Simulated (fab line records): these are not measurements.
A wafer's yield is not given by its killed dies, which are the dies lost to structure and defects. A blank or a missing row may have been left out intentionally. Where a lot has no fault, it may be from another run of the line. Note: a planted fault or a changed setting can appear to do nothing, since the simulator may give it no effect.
Matching of chambers || flow nand_harc || pecvd-01 running NHARC_A_ONON_D2_DEP_33: 3 sister chambers
The step deposits SiO2, target thk 200 nm. 6 wafers are shown with their chamber, then 7 later ones without.

== WAFERS WITH THEIR CHAMBER ==
{"wafer": "L121.4", "chamber": 0, "showerhead_vpp_V (V)": 2088, "throttle_valve_pct (%)": 15.4}
{"wafer": "L121.5", "chamber": 2, "showerhead_vpp_V (V)": 1817, "throttle_valve_pct (%)": 15.3}
{"wafer": "L121.6", "chamber": 1, "showerhead_vpp_V (V)": 2006, "throttle_valve_pct (%)": 16.6}
{"wafer": "L123.1", "chamber": 1, "showerhead_vpp_V (V)": 1967, "throttle_valve_pct (%)": 16.4}
{"wafer": "L123.2", "chamber": 2, "showerhead_vpp_V (V)": 1822, "throttle_valve_pct (%)": 15.6}
{"wafer": "L123.6", "chamber": 0, "showerhead_vpp_V (V)": 2093, "throttle_valve_pct (%)": 15.6}

== WAFERS WITHOUT THEIR CHAMBER ==
{"wafer": "L124.1", "showerhead_vpp_V (V)": 1971, "throttle_valve_pct (%)": 16.7}
{"wafer": "L124.3", "showerhead_vpp_V (V)": 1835, "throttle_valve_pct (%)": 15.4}
{"wafer": "L126.2", "showerhead_vpp_V (V)": 1962, "throttle_valve_pct (%)": 16.6}
{"wafer": "L126.4", "showerhead_vpp_V (V)": 1967, "throttle_valve_pct (%)": 16.5}
{"wafer": "L134.1", "showerhead_vpp_V (V)": 1864, "throttle_valve_pct (%)": 15.6}
{"wafer": "L134.2", "showerhead_vpp_V (V)": 2097, "throttle_valve_pct (%)": 15.4}
{"wafer": "L134.3", "showerhead_vpp_V (V)": 2107, "throttle_valve_pct (%)": 15.2}

== THE CHAMBER EACH PASSED THROUGH ==
{"wafer": "L124.1", "from the rows above": 1, "in truth": 1}
{"wafer": "L124.3", "from the rows above": 2, "in truth": 2}
{"wafer": "L126.2", "from the rows above": 1, "in truth": 1}
{"wafer": "L126.4", "from the rows above": 1, "in truth": 1}
{"wafer": "L134.1", "from the rows above": 2, "in truth": 2}
{"wafer": "L134.2", "from the rows above": 0, "in truth": 0}
{"wafer": "L134.3", "from the rows above": 0, "in truth": 0}
Correctly placed: 7 of 7. Left unplaced by these rows: 0. Placed wrongly: 0.
How it was worked out, from the rows above alone: a wafer's distance from a chamber is the root of the sum, over the readings, of the square of ((its reading less the chamber's mean) divided by the reading's scatter). The wafer belongs to the nearest chamber; if the next one is less than 2 further off, it can't be placed. A chamber's mean is the mean of its shown wafers. The scatter: the root of (the sum of the squares of (reading less its chamber's mean) over the shown wafers, divided by (wafers less chambers)).
